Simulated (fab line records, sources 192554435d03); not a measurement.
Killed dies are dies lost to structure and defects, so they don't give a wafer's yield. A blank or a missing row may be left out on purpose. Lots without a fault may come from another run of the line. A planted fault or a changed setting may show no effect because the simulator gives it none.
One fault seen from 2 desks | flow n5_finfet | each desk has only its own numbers; what lay behind them comes last

THE TOOL OWNER'S DESK: ald_metal-01
The tool's own readings at N5_BEOL_M4_ALD_84 (deposits TaN, pulse time 2 s, purge time 3 s, co reactant purge time 2 s): means of the sampled wafers that have a number, for each lot that ran on this tool. A lot is out of limits, marked OUT, if its mean lies more than 4 standard deviations from the usual mean; the brackets give that distance.
Columns: A = heater_power_w at N5_BEOL_M4_ALD_84, usual 420 W
lot  | first seen here | A
L675 | day 7 21:02     | 430
L677 | day 8 20:06     | 462
L681 | day 10 00:13    | 423
L684 | day 10 11:09    | 430
This desk's finding: nothing out of limits on any of the 4 lots.

THE METROLOGY DESK
What the gauges read, lot by lot, whatever tool the lot ran on: means of the sampled wafers that have a number. A lot is out of limits, marked OUT, if its mean lies more than 4 standard deviations from the usual mean; the brackets give that distance. Of its 10 readings 7 are shown: those that lie furthest out on some lot.
Columns: A = DIBL_N at N5_BEOL_M4_RC_MEAS_101, usual 36.0 mV/V; B = DIBL_P at N5_BEOL_M4_RC_MEAS_101, usual 35.9 mV/V; C = IOFF_N at N5_BEOL_M4_RC_MEAS_101, usual 0.16 nA/um; D = IOFF_P at N5_BEOL_M4_RC_MEAS_101, usual 0.21 nA/um; E = ION_P at N5_BEOL_M4_RC_MEAS_101, usual 463 uA/um; F = VT_N at N5_BEOL_M4_RC_MEAS_101, usual 250 mV; G = VT_P at N5_BEOL_M4_RC_MEAS_101, usual -251 mV
lot  | first seen here | A    | B    | C    | D    | E   | F   | G
L675 | day 8 00:55     | 34.7 | 36.0 | 0.15 | 0.19 | 458 | 251 | -253
L677 | day 9 00:44     | 33.1 | 32.1 | 0.11 | 0.15 | 459 | 258 | -255
L680 | day 9 22:17     | 35.2 | 34.6 | 0.14 | 0.19 | 467 | 251 | -249
L681 | day 10 03:46    | 37.3 | 37.0 | 0.17 | 0.20 | 459 | 250 | -254
L684 | day 10 14:30    | 36.4 | 34.5 | 0.14 | 0.23 | 465 | 251 | -247
L691 | day 12 00:15    | 37.9 | 35.9 | 0.16 | 0.21 | 466 | 249 | -251
L692 | day 12 17:16    | 39.0 | 40.1 | 0.20 | 0.26 | 473 | 247 | -249
L693 | day 13 05:34    | 35.7 | 36.3 | 0.16 | 0.21 | 464 | 250 | -252
L695 | day 13 18:15    | 36.0 | 38.0 | 0.19 | 0.23 | 465 | 245 | -251
This desk's finding: nothing out of limits on any of the 9 lots.

PUT TOGETHER
The tool owner's desk saw nothing out of limits.
The metrology desk saw nothing out of limits.

WHAT THE SIMULATOR HAD PUT IN
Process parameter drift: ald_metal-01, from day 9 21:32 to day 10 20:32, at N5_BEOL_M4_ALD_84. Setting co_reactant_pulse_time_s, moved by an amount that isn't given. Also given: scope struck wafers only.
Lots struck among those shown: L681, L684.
